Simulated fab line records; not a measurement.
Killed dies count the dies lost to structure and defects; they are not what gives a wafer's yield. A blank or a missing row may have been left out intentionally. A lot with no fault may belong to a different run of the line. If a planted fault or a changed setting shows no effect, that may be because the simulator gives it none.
fab line records | flow nandHarc
record lots=7 | wafers=21 | lastDay=33
route steps=1302 shown A_CONTACT@1001 END@1302
lots that met no fault: taken from a fault-free run of the same line
startH: hours from the record's first day to the start of the lot's first wafer shown | waitH: how many hours have passed since the lot's step before this one | " the same as in the row above | L1.1+2: a row that stands for several wafers | - no value, or no start given | * or withheld: withheld | < > ~ a bound
route shown NAME@n: NAME is a module with steps in the file, n the number in the route of the first one | usual: the fault-free wafers' mean and standard deviation | same: alike in all rows | chamber/n: place in a boat | sites: readings site by site | _std_site: standard deviation across them | _edge_site: mean of outer sites minus mean of inner sites | radiusMm: for every site, how far away it sits from the centre of the wafer | mask NAME#n: copy n | behind: the last tool/chamber to shape the wafer | hold: reason for holding the lot/hours on hold/outcome of the hold | device: the n, p or np transistor that did not switch | end of line: the tests these same wafers got at the end of their route | a step without rows: its recipe alone | killed: count of dies lost to structure and defects at first sort (not the wafer's yield) | map: a wafer's dies, x killed, . not, _ none there
set.NAME: the setting the step ran with; set.NAME@STEP: the setting that earlier step ran with | model.NAME: the simulator's own value behind a step, which no gauge read
lots seen at some steps along the route; tables by step, rows by wafer
services: when a tool's chamber went out of use (startH, in hours from the record's first day, below 0 if earlier), for how many hours, and the reason
## steps
# step NHARC_A_CONTACT_ETCH_48
# recipe targetDepthA=390 | overEtchFrac=0.3 | timeS=65 | ionEnergyEv=80 | cf4FlowSccm=150 | arFlowSccm=0 | rfW=300 | biasW=100 | chemistry=CF4
# step NHARC_A_CONTACT_ETCH_49
# recipe targetDepthA=2600 | overEtchFrac=0.3 | timeS=475.3 | ionEnergyEv=200 | n2FlowSccm=150 | h2FlowSccm=150 | arFlowSccm=0 | rfW=400 | biasW=150 | chemistry=N2/H2
# step NHARC_A_CONTACT_ETCH_50
# recipe targetDepthA=1210 | timeS=60.5 | cf4FlowSccm=100 | chf3FlowSccm=30 | arFlowSccm=0 | rfW=500 | biasW=200 | chemistry=CF4/CHF3
# step NHARC_A_CONTACT_ETCH_51
# recipe targetDepthA=70000 | overEtchFrac=0.3 | timeS=1820 | ionEnergyEv=150 | o2FlowSccm=400 | cosFlowSccm=20 | arFlowSccm=0 | rfW=500 | biasW=300 | chemistry=O2/COS
# usual biasW=300.0/0.76 | chamberPressureMTorr=20.004/0.018 | drypumpMotorCurrentA=5.7/0.44 | oesProductAu=1.000/0.012 | rfVppV=313.4/2.2 | showerheadPlenumPTorr=3.07/0.14 | throttleValvePct=28.330/0.0092
lot.wafer | tool       | chamber | startH | waitH | biasW | chamberPressureMTorr | drypumpMotorCurrentA | oesProductAu | rfHoursCounterH | rfVppV | showerheadPlenumPTorr | throttleValvePct
L120.2    | rieDiel-02 | 3       | -      | -     | 299.8 | 19.982               | 5.2                  | 0.990        | 26              | 314.4  | 3.05                  | 28.331
L120.6    | "          | 2       | "      | "     | 299.6 | 20.009               | 6.4                  | 1.002        | -               | 314.0  | 3.07                  | 28.328
L120.5    | "          | 3       | "      | "     | 299.2 | 20.032               | 5.2                  | 0.991        | -               | 312.8  | 3.05                  | 28.326
L131.3    | rieDiel-09 | 3       | -      | -     | 299.6 | 19.998               | 6.0                  | 1.006        | 16              | 316.1  | 3.30                  | 28.332
L131.4    | "          | 0       | "      | "     | 300.1 | 20.012               | 5.3                  | 1.000        | 16              | 311.4  | 2.91                  | 28.341
L131.2    | "          | 2       | "      | "     | 299.5 | 19.993               | 5.1                  | 1.000        | 11              | 311.7  | 2.90                  | 28.339
L132.3    | rieDiel-09 | 3       | -      | -     | 299.3 | 19.999               | 6.0                  | 0.996        | 19              | 316.0  | 3.30                  | 28.327
L132.2    | "          | 1       | "      | "     | 299.9 | 19.984               | 5.4                  | 1.017        | 19              | 314.1  | 3.16                  | 28.332
L132.6    | "          | 0       | "      | "     | 299.2 | 20.015               | 5.3                  | 0.987        | -               | 311.9  | 2.91                  | 28.334
L133.1    | rieDiel-09 | 3       | -      | -     | 300.8 | 19.980               | 6.0                  | 0.984        | 20              | 317.3  | 3.29                  | 28.334
L133.4    | "          | 1       | "      | "     | 299.1 | 20.046               | 5.4                  | 1.020        | 20              | 314.1  | 3.16                  | 28.336
L133.6    | "          | 2       | "      | "     | 300.5 | 20.037               | 5.1                  | 0.993        | -               | 309.7  | 2.90                  | 28.329
L140.1    | rieDiel-09 | 2       | -      | -     | 301.0 | 19.983               | 5.1                  | 1.012        | 2               | 311.6  | 2.89                  | 28.330
L140.2    | "          | 3       | "      | "     | 298.6 | 19.994               | 6.0                  | 1.003        | 3               | 315.8  | 3.29                  | 28.341
L140.6    | "          | 2       | "      | "     | 300.4 | 19.985               | 5.2                  | 1.015        | -               | 310.5  | 2.89                  | 28.323
L142.4    | rieDiel-09 | 2       | -      | -     | 300.9 | 20.000               | 5.1                  | 0.995        | 8               | 311.2  | 2.89                  | 28.336
L142.2    | "          | 0       | "      | "     | 300.8 | 19.994               | 5.3                  | 0.993        | 8               | 310.4  | 2.90                  | 28.327
L142.5    | "          | 2       | "      | "     | 301.4 | 20.005               | 5.1                  | 1.005        | -               | 310.7  | 2.89                  | 28.323
L143.2    | rieDiel-11 | 3       | -      | -     | 300.7 | 20.012               | 6.1                  | 1.017        | 32              | 317.1  | 3.36                  | 28.340
L143.3    | "          | 0       | "      | "     | 299.7 | 20.003               | 6.5                  | 1.005        | 44              | 312.5  | 2.97                  | 28.310
L143.6    | "          | 0       | "      | "     | 299.7 | 20.021               | 6.5                  | 0.989        | -               | 310.1  | 2.97                  | 28.331
# step NHARC_A_CONTACT_ETCH_111
# recipe sourceW=withheld | pressureMtorr=20 | biasV=withheld | timeS=140 | targetDepthA=7000 | arFlowSccm=withheld | c4f8FlowSccm=withheld | o2FlowSccm=withheld | chemistry=C4F8/O2/Ar
# usual chamberPressureMTorr=19.997/0.023 | oesAirLineAu=1.003/0.021
lot.wafer | tool          | chamber | startH | waitH | chamberPressureMTorr | oesAirLineAu | rfHoursCounterH
L120.2    | harCapEtch-01 | 1       | 482.38 | -     | 19.971               | 1.047        | 126
L120.5    | "             | 0       | "      | "     | 19.998               | 1.030        | -
L120.6    | "             | 1       | "      | "     | 20.043               | 1.002        | -
L131.2    | harCapEtch-01 | 0       | 592.39 | -     | 19.973               | 0.969        | 18
L131.3    | "             | 0       | "      | "     | 20.005               | 0.987        | -
L131.4    | "             | 1       | "      | "     | 20.014               | 1.039        | -
L132.2    | harCapEtch-02 | 0       | 615.74 | -     | 19.985               | 0.983        | 102
L132.3    | "             | 1       | "      | "     | 20.002               | 1.007        | -
L132.6    | "             | 1       | "      | "     | 20.003               | 0.993        | -
L133.1    | harCapEtch-01 | 0       | 627.06 | -     | 19.989               | 1.002        | 21
L133.4    | "             | 0       | "      | "     | 20.002               | 1.016        | -
L133.6    | "             | 1       | "      | "     | 20.006               | 0.998        | -
L140.1    | harCapEtch-01 | 1       | 701.42 | -     | 20.001               | 1.019        | 31
L140.2    | "             | 0       | "      | "     | 20.000               | 1.002        | 31
L140.6    | "             | 1       | "      | "     | 19.998               | 1.021        | -
L142.2    | harCapEtch-03 | 0       | 726.64 | -     | 19.989               | 0.982        | 83
L142.4    | "             | 1       | "      | "     | 19.995               | 1.020        | -
L142.5    | "             | 1       | "      | "     | 19.972               | 0.988        | -
L143.2    | harCapEtch-01 | 1       | 730.16 | -     | 19.993               | 1.024        | 39
L143.3    | "             | 0       | "      | "     | 20.024               | 0.988        | -
L143.6    | "             | 0       | "      | "     | 19.992               | 0.961        | -
# step NHARC_A_CONTACT_ETCH_112
# recipe sourceW=withheld | pressureMtorr=20 | biasV=3000 | timeS=190 | targetDepthA=18500 | arFlowSccm=withheld | c4f8FlowSccm=withheld | o2FlowSccm=withheld | chemistry=C4F8/O2/Ar
# step NHARC_A_CONTACT_ETCH_113
# recipe sourceW=withheld | pressureMtorr=20 | biasV=3000 | timeS=190 | targetDepthA=18500 | arFlowSccm=withheld | c4f8FlowSccm=withheld | o2FlowSccm=withheld | chemistry=C4F8/O2/Ar
# step NHARC_A_CONTACT_ETCH_114
# recipe sourceW=withheld | pressureMtorr=20 | biasV=3000 | timeS=190 | targetDepthA=18500 | arFlowSccm=withheld | c4f8FlowSccm=withheld | o2FlowSccm=withheld | chemistry=C4F8/O2/Ar
# usual chamberPressureMTorr=19.999/0.018 | oesAirLineAu=0.999/0.02
lot.wafer | tool          | chamber | startH | waitH | chamberPressureMTorr | oesAirLineAu | rfHoursCounterH
L120.2    | harCapEtch-01 | 1       | 482.91 | 0.1   | 19.999               | 0.997        | 127
L120.5    | "             | 0       | "      | "     | 20.035               | 0.994        | -
L120.6    | "             | 1       | "      | "     | 19.976               | 1.013        | -
L131.2    | harCapEtch-01 | 0       | 592.94 | 0.1   | 19.986               | 0.943        | 18
L131.3    | "             | 0       | "      | "     | 20.018               | 0.989        | -
L131.4    | "             | 1       | "      | "     | 19.989               | 0.954        | -
L132.2    | harCapEtch-02 | 0       | 616.45 | 0.2   | 20.010               | 1.010        | 102
L132.3    | "             | 1       | "      | "     | 19.959               | 0.997        | -
L132.6    | "             | 1       | "      | "     | 19.992               | 0.985        | -
L133.1    | harCapEtch-01 | 0       | 627.60 | 0.1   | 20.005               | 1.023        | 22
L133.4    | "             | 0       | "      | "     | 19.998               | 1.031        | -
L133.6    | "             | 1       | "      | "     | 19.966               | 1.010        | -
L140.1    | harCapEtch-01 | 1       | 701.97 | 0.1   | 19.982               | 0.996        | 32
L140.2    | "             | 0       | "      | "     | 19.992               | 1.002        | 32
L140.6    | "             | 1       | "      | "     | 19.982               | 0.998        | -
L142.2    | harCapEtch-03 | 0       | 727.18 | 0.1   | 20.002               | 1.012        | 84
L142.4    | "             | 1       | "      | "     | 19.982               | 1.011        | -
L142.5    | "             | 1       | "      | "     | 20.031               | 1.015        | -
L143.2    | harCapEtch-01 | 1       | 730.88 | 0.2   | 19.988               | 0.995        | 39
L143.3    | "             | 0       | "      | "     | 20.006               | 0.994        | -
L143.6    | "             | 0       | "      | "     | 20.018               | 0.984        | -
# step NHARC_A_CONTACT_ETCH_115
# recipe sourceW=withheld | pressureMtorr=20 | biasV=3000 | timeS=190 | targetDepthA=18500 | arFlowSccm=withheld | c4f8FlowSccm=withheld | o2FlowSccm=withheld | chemistry=C4F8/O2/Ar
# usual chamberPressureMTorr=20.002/0.019 | oesAirLineAu=1.001/0.019
lot.wafer | tool          | chamber | startH | waitH | chamberPressureMTorr | oesAirLineAu | rfHoursCounterH
L120.2    | harCapEtch-01 | 1       | 483.08 | 0.1   | 19.986               | 0.986        | 127
L120.5    | "             | 0       | "      | "     | 19.999               | 0.965        | -
L120.6    | "             | 1       | "      | "     | 20.008               | 1.019        | -
L131.2    | harCapEtch-01 | 0       | 593.11 | 0.1   | 20.007               | 1.010        | 18
L131.3    | "             | 0       | "      | "     | 20.004               | 1.038        | -
L131.4    | "             | 1       | "      | "     | 19.977               | 0.998        | -
L132.2    | harCapEtch-02 | 0       | 616.68 | 0.2   | 19.990               | 1.001        | 102
L132.3    | "             | 1       | "      | "     | 19.992               | 0.979        | -
L132.6    | "             | 1       | "      | "     | 20.010               | 0.990        | -
L133.1    | harCapEtch-01 | 0       | 627.78 | 0.1   | 19.979               | 0.984        | 22
L133.4    | "             | 0       | "      | "     | 19.986               | 0.994        | -
L133.6    | "             | 1       | "      | "     | 20.030               | 0.993        | -
L140.1    | harCapEtch-01 | 1       | 702.14 | 0.1   | 19.983               | 1.015        | 32
L140.2    | "             | 0       | "      | "     | 19.993               | 0.994        | 32
L140.6    | "             | 1       | "      | "     | 19.986               | 0.989        | -
L142.2    | harCapEtch-03 | 0       | 727.35 | 0.1   | 20.009               | 0.955        | 84
L142.4    | "             | 1       | "      | "     | 20.021               | 1.019        | -
L142.5    | "             | 1       | "      | "     | 20.016               | 1.031        | -
L143.2    | harCapEtch-01 | 1       | 731.11 | 0.2   | 19.995               | 0.998        | 39
L143.3    | "             | 0       | "      | "     | 20.006               | 0.992        | -
L143.6    | "             | 0       | "      | "     | 19.981               | 0.990        | -
# step NHARC_A_CONTACT_ETCH_116
# recipe sourceW=withheld | pressureMtorr=20 | biasV=3000 | timeS=190 | targetDepthA=18500 | arFlowSccm=withheld | c4f8FlowSccm=withheld | o2FlowSccm=withheld | chemistry=C4F8/O2/Ar
# step NHARC_A_CONTACT_ETCH_117
# recipe sourceW=withheld | pressureMtorr=20 | biasV=3000 | timeS=190 | targetDepthA=18500 | arFlowSccm=withheld | c4f8FlowSccm=withheld | o2FlowSccm=withheld | chemistry=C4F8/O2/Ar
# step NHARC_A_CONTACT_ETCH_118
# recipe sourceW=withheld | pressureMtorr=20 | biasV=3000 | timeS=190 | targetDepthA=18500 | arFlowSccm=withheld | c4f8FlowSccm=withheld | o2FlowSccm=withheld | chemistry=C4F8/O2/Ar
# step NHARC_A_CONTACT_ETCH_119
# recipe sourceW=withheld | pressureMtorr=20 | biasV=3000 | timeS=190 | targetDepthA=18500 | arFlowSccm=withheld | c4f8FlowSccm=withheld | o2FlowSccm=withheld | chemistry=C4F8/O2/Ar
# usual chamberPressureMTorr=20.001/0.018 | oesAirLineAu=1.000/0.019
lot.wafer | tool          | chamber | startH | waitH | chamberPressureMTorr | oesAirLineAu | rfHoursCounterH
L120.2    | harCapEtch-01 | 1       | 483.76 | 0.1   | 20.004               | 1.015        | 128
L120.5    | "             | 0       | "      | "     | 20.010               | 0.969        | -
L120.6    | "             | 1       | "      | "     | 19.997               | 1.051        | -
L131.2    | harCapEtch-01 | 0       | 593.79 | 0.1   | -                    | -            | -
L131.3    | "             | 0       | "      | "     | -                    | -            | -
L131.4    | "             | 1       | "      | "     | -                    | -            | -
L132.2    | harCapEtch-02 | 0       | 617.59 | 0.2   | -                    | -            | -
L132.3    | "             | 1       | "      | "     | -                    | -            | -
L132.6    | "             | 1       | "      | "     | -                    | -            | -
L133.1    | harCapEtch-01 | 0       | 628.47 | 0.1   | -                    | -            | -
L133.4    | "             | 0       | "      | "     | -                    | -            | -
L133.6    | "             | 1       | "      | "     | -                    | -            | -
L140.1    | harCapEtch-01 | 1       | 702.82 | 0.1   | 20.000               | 1.023        | 32
L140.2    | "             | 0       | "      | "     | 19.996               | 0.985        | 32
L140.6    | "             | 1       | "      | "     | 19.998               | 1.022        | -
L142.2    | harCapEtch-03 | 0       | 728.03 | 0.1   | 19.996               | 1.000        | 85
L142.4    | "             | 1       | "      | "     | 20.000               | 1.014        | -
L142.5    | "             | 1       | "      | "     | 19.993               | 1.015        | -
L143.2    | harCapEtch-01 | 1       | 732.03 | 0.2   | 19.991               | 1.010        | 40
L143.3    | "             | 0       | "      | "     | 20.008               | 1.014        | -
L143.6    | "             | 0       | "      | "     | 19.984               | 0.975        | -
# step NHARC_A_CONTACT_ETCH_120
# recipe sourceW=withheld | pressureMtorr=20 | biasV=3000 | timeS=190 | targetDepthA=18500 | arFlowSccm=withheld | c4f8FlowSccm=withheld | o2FlowSccm=withheld | chemistry=C4F8/O2/Ar
# usual chamberPressureMTorr=20.000/0.018 | oesAirLineAu=1.001/0.019
lot.wafer | tool          | chamber | startH | waitH | chamberPressureMTorr | oesAirLineAu | rfHoursCounterH
L120.2    | harCapEtch-01 | 1       | 483.93 | 0.1   | 20.004               | 1.013        | 128
L120.5    | "             | 0       | "      | "     | 19.995               | 0.983        | -
L120.6    | "             | 1       | "      | "     | 20.012               | 1.006        | -
L131.2    | harCapEtch-01 | 0       | 593.96 | 0.1   | 20.012               | 0.992        | 19
L131.3    | "             | 0       | "      | "     | 19.985               | 0.966        | -
L131.4    | "             | 1       | "      | "     | 20.005               | 1.011        | -
L132.2    | harCapEtch-02 | 0       | 617.82 | 0.2   | 20.002               | 1.032        | 103
L132.3    | "             | 1       | "      | "     | 19.968               | 0.988        | -
L132.6    | "             | 1       | "      | "     | 19.984               | 1.000        | -
L133.1    | harCapEtch-01 | 0       | 628.64 | 0.1   | 20.029               | 0.963        | 23
L133.4    | "             | 0       | "      | "     | 19.988               | 0.999        | -
L133.6    | "             | 1       | "      | "     | 20.017               | 1.035        | -
L140.1    | harCapEtch-01 | 1       | 702.99 | 0.1   | 20.007               | 1.011        | 33
L140.2    | "             | 0       | "      | "     | 19.990               | 1.013        | 33
L140.6    | "             | 1       | "      | "     | 20.008               | 0.992        | -
L142.2    | harCapEtch-03 | 0       | 728.20 | 0.1   | 20.019               | 0.991        | 85
L142.4    | "             | 1       | "      | "     | 20.000               | 0.995        | -
L142.5    | "             | 1       | "      | "     | 19.981               | 1.006        | -
L143.2    | harCapEtch-01 | 1       | 732.25 | 0.2   | 19.964               | 0.978        | 40
L143.3    | "             | 0       | "      | "     | 19.999               | 1.021        | -
L143.6    | "             | 0       | "      | "     | 20.032               | 1.026        | -
# step NHARC_END_SORT_01
# recipe tempC=25
# usual killedAtArray=54/17 | killedAtOther=1.0/1.4 | killedAtPeriphery=3.6/2.1 | killedDies=58/17 | killedOpen=3.2/2 | killedShort=2.5/1.5
# same grossDies=677
lot.wafer | tool      | chamber | startH | waitH | killedAtArray | killedAtOther | killedAtPeriphery | killedDies | killedOpen | killedShort
L131.2    | prober-02 | 0       | 659.66 | 2.8   | 672           | 1             | 4                 | 677        | 0          | 5
L131.3    | prober-02 | 0       | 660.46 | 3.1   | 671           | 1             | 5                 | 677        | 5          | 2
L131.4    | prober-02 | 0       | 661.26 | 3.4   | 673           | 2             | 2                 | 677        | 2          | 2
L132.2    | prober-01 | 0       | 687.72 | 2.8   | 674           | 0             | 3                 | 677        | 0          | 1
L132.3    | prober-01 | 0       | 688.54 | 3.1   | 673           | 0             | 4                 | 677        | 2          | 0
L132.6    | prober-01 | 0       | 690.99 | 4.1   | 670           | 0             | 7                 | 677        | 5          | 0
L133.1    | prober-02 | 0       | 695.95 | 2.5   | 676           | 0             | 1                 | 677        | 1          | 2
L133.4    | prober-02 | 0       | 698.41 | 3.5   | 672           | 1             | 4                 | 677        | 5          | 0
L133.6    | prober-02 | 0       | 700.05 | 4.1   | 676           | 0             | 1                 | 677        | 1          | 2
# killed by level:class
L131.2 A_CONTACT:areaEtch=622 A_CHANNEL_HOLE_D2:chamberFilmFlake=20 A_CHANNEL_HOLE_D1:chamberFilmFlake=16 A_SLIT:chamberFilmFlake=5 P_GATE:chamberFilmFlake=3 A_ONON_D1:geometricParticle:short=2 A_CONTACT:chamberFilmFlake=2 A_ONON_D2:geometricParticle:short=1
L131.3 A_CONTACT:areaEtch=615 A_CHANNEL_HOLE_D1:chamberFilmFlake=32 A_CHANNEL_HOLE_D2:chamberFilmFlake=16 P_CONTACT:geometricParticle:open=2 A_CHANNEL_FILL_D2:chamberFilmFlake=2 A_SLIT:chamberFilmFlake=2 P_BONDPAD:geometricParticle:open=1 A_ONON_D2:geometricParticle:short=1
L131.4 A_CONTACT:areaEtch=624 A_CHANNEL_HOLE_D2:chamberFilmFlake=19 A_CHANNEL_HOLE_D1:chamberFilmFlake=13 A_SLIT:chamberFilmFlake=5 A_CONTACT:chamberFilmFlake=5 A_STAIRCASE:chamberFilmFlake=3 A_CHANNEL_FILL_D1:geometricParticle:open=1 A_ONON_D2:geometricParticle:short=1
L132.2 A_CONTACT:areaEtch=658 A_CHANNEL_HOLE_D1:chamberFilmFlake=9 A_STAIRCASE:chamberFilmFlake=2 A_BLC:chamberFilmFlake=2 P_M1:geometricParticle:short=1 P_STI:chamberFilmFlake=1 P_BONDPAD:chamberFilmFlake=1 A_ZERO_WELL:chamberFilmFlake=1
L132.3 A_CONTACT:areaEtch=657 A_CHANNEL_HOLE_D1:chamberFilmFlake=8 P_BONDPAD:chamberFilmFlake=3 A_SLIT:chamberFilmFlake=2 A_CONTACT:chamberFilmFlake=2 A_BLC:chamberFilmFlake=2 P_CONTACT:geometricParticle:open=1 A_M0:geometricParticle:open=1
L132.6 A_CONTACT:areaEtch=654 A_CHANNEL_HOLE_D1:chamberFilmFlake=6 P_BONDPAD:chamberFilmFlake=3 P_CONTACT:geometricParticle:open=2 A_WL_FILL:chamberFilmFlake=2 A_STAIRCASE:chamberFilmFlake=2 A_CONTACT:chamberFilmFlake=2 P_GATE:geometricParticle:open=1
L133.1 A_CONTACT:areaEtch=598 A_CHANNEL_HOLE_D2:chamberFilmFlake=31 A_CHANNEL_HOLE_D1:chamberFilmFlake=28 A_CHANNEL_FILL_D2:chamberFilmFlake=5 A_SGD_CUT:chamberFilmFlake=4 A_CONTACT:chamberFilmFlake=4 A_WL_FILL:chamberFilmFlake=2 P_CONTACT:geometricParticle:short=1
L133.4 A_CONTACT:areaEtch=610 A_CHANNEL_HOLE_D1:chamberFilmFlake=30 A_CHANNEL_HOLE_D2:chamberFilmFlake=20 A_CHANNEL_FILL_D2:chamberFilmFlake=3 A_SGD_CUT:chamberFilmFlake=3 P_ZERO_WELL:chamberFilmFlake=2 A_CONTACT:chamberFilmFlake=2 P_CONTACT:geometricParticle:open=1
L133.6 A_CONTACT:areaEtch=601 A_CHANNEL_HOLE_D1:chamberFilmFlake=36 A_CHANNEL_HOLE_D2:chamberFilmFlake=19 A_CONTACT:chamberFilmFlake=5 A_CHANNEL_FILL_D2:chamberFilmFlake=4 A_SGD_CUT:chamberFilmFlake=3 A_SLIT:chamberFilmFlake=3 P_CONTACT:geometricParticle:short=1
# map L131.2 (x killed, . not)
____________x____________
_________xxxxxxx_________
_______xxxxxxxxxxx_______
______xxxxxxxxxxxxx______
_____xxxxxxxxxxxxxxx_____
____xxxxxxxxxxxxxxxxx____
____xxxxxxxxxxxxxxxxx____
___xxxxxxxxxxxxxxxxxxx___
___xxxxxxxxxxxxxxxxxxx___
__xxxxxxxxxxxxxxxxxxxxx__
__xxxxxxxxxxxxxxxxxxxxx__
_xxxxxxxxxxxxxxxxxxxxxxx_
_xxxxxxxxxxxxxxxxxxxxxxx_
_xxxxxxxxxxxxxxxxxxxxxxx_
_xxxxxxxxxxxxxxxxxxxxxxx_
_xxxxxxxxxxxxxxxxxxxxxxx_
xxxxxxxxxxxxxxxxxxxxxxxxx
xxxxxxxxxxxxxxxxxxxxxxxxx
xxxxxxxxxxxxxxxxxxxxxxxxx
xxxxxxxxxxxxxxxxxxxxxxxxx
xxxxxxxxxxxxxxxxxxxxxxxxx
_xxxxxxxxxxxxxxxxxxxxxxx_
_xxxxxxxxxxxxxxxxxxxxxxx_
_xxxxxxxxxxxxxxxxxxxxxxx_
_xxxxxxxxxxxxxxxxxxxxxxx_
_xxxxxxxxxxxxxxxxxxxxxxx_
__xxxxxxxxxxxxxxxxxxxxx__
__xxxxxxxxxxxxxxxxxxxxx__
___xxxxxxxxxxxxxxxxxxx___
___xxxxxxxxxxxxxxxxxxx___
____xxxxxxxxxxxxxxxxx____
____xxxxxxxxxxxxxxxxx____
_____xxxxxxxxxxxxxxx_____
______xxxxxxxxxxxxx______
_______xxxxxxxxxxx_______
_________xxxxxxx_________
____________x____________
# map L132.2 (x killed, . not)
____________x____________
_________xxxxxxx_________
_______xxxxxxxxxxx_______
______xxxxxxxxxxxxx______
_____xxxxxxxxxxxxxxx_____
____xxxxxxxxxxxxxxxxx____
____xxxxxxxxxxxxxxxxx____
___xxxxxxxxxxxxxxxxxxx___
___xxxxxxxxxxxxxxxxxxx___
__xxxxxxxxxxxxxxxxxxxxx__
__xxxxxxxxxxxxxxxxxxxxx__
_xxxxxxxxxxxxxxxxxxxxxxx_
_xxxxxxxxxxxxxxxxxxxxxxx_
_xxxxxxxxxxxxxxxxxxxxxxx_
_xxxxxxxxxxxxxxxxxxxxxxx_
_xxxxxxxxxxxxxxxxxxxxxxx_
xxxxxxxxxxxxxxxxxxxxxxxxx
xxxxxxxxxxxxxxxxxxxxxxxxx
xxxxxxxxxxxxxxxxxxxxxxxxx
xxxxxxxxxxxxxxxxxxxxxxxxx
xxxxxxxxxxxxxxxxxxxxxxxxx
_xxxxxxxxxxxxxxxxxxxxxxx_
_xxxxxxxxxxxxxxxxxxxxxxx_
_xxxxxxxxxxxxxxxxxxxxxxx_
_xxxxxxxxxxxxxxxxxxxxxxx_
_xxxxxxxxxxxxxxxxxxxxxxx_
__xxxxxxxxxxxxxxxxxxxxx__
__xxxxxxxxxxxxxxxxxxxxx__
___xxxxxxxxxxxxxxxxxxx___
___xxxxxxxxxxxxxxxxxxx___
____xxxxxxxxxxxxxxxxx____
____xxxxxxxxxxxxxxxxx____
_____xxxxxxxxxxxxxxx_____
______xxxxxxxxxxxxx______
_______xxxxxxxxxxx_______
_________xxxxxxx_________
____________x____________
## services
tool          | chamber | startH | hours | kind
rieDiel-09    | 0       | 467.33 | 2.4   | repair
rieDiel-11    | 0       | 469.56 | 11.5  | repair
rieDiel-09    | 0       | 476.27 | -     | clean
rieDiel-09    | 1       | 476.27 | -     | clean
rieDiel-09    | 2       | 476.27 | -     | clean
rieDiel-09    | 3       | 476.27 | -     | clean
harCapEtch-01 | -       | 489.61 | 0.3   | repair
harCapEtch-01 | -       | 497.00 | 17.0  | pm
harCapEtch-01 | 0       | 497.00 | 17.0  | ventCycle
harCapEtch-01 | 1       | 497.00 | 17.0  | ventCycle
rieDiel-09    | -       | 497.26 | 9.0   | pm
rieDiel-02    | 3       | 511.41 | 3.6   | repair
harCapEtch-01 | 0       | 514.00 | -     | clean
harCapEtch-01 | 1       | 514.00 | -     | clean
rieDiel-09    | 0       | 530.82 | 5.3   | repair
harCapEtch-01 | -       | 541.29 | 0.2   | repair
rieDiel-02    | -       | 570.87 | 9.0   | pm
rieDiel-09    | 2       | 572.13 | 18.2  | repair
rieDiel-11    | -       | 609.86 | 9.0   | pm
rieDiel-11    | 1       | 658.13 | 4.1   | repair
rieDiel-11    | 3       | 658.46 | 15.1  | repair
rieDiel-02    | 1       | 663.23 | 13.8  | repair
rieDiel-09    | -       | 674.26 | 9.0   | pm
rieDiel-02    | 2       | 725.34 | 8.4   | repair
## key
firstSign step=NHARC_A_CONTACT_ETCH_119 | reading=toolRecord | direction=missing
effect step=NHARC_END_SORT_01 | reading=killedDies | direction=up | sigmas=36 | usual=58 | struck=677
moreKillsBornAt NHARC_A_CONTACT_ETCH_119@harCapEtch-01=3670 | NHARC_A_CONTACT_ETCH_119@harCapEtch-02=1969
metAt NHARC_A_CONTACT_ETCH_119
struckWafers L131.2,L131.3,L131.4,L132.2,L132.3,L132.6,L133.1,L133.4,L133.6
laterRowsLeftOut L131.2,L131.3,L131.4,L132.2,L132.3,L132.6,L133.1,L133.4,L133.6
testerLeftOut L131,L132,L133
onsetBetween 483.76 593.79
fault kind=skippedStepWhole | tool=harCapEtch-01,harCapEtch-02 | chamber=- | onsetH=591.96 | steps=NHARC_A_CONTACT_ETCH_119 | scope=struckLotsOnly
# testerLeftOut: of these lots the tester's yield and bins aren't shown, on N5 and GAA mostly nor the transistor test; their killed dies are dies lost to structure and defects alone, not to doping, threshold or leakage, so they don't give the yield
# laterRowsLeftOut: the simulator's readings of these wafers behind a module that went badly wrong aren't trusted and aren't shown, but for the sort
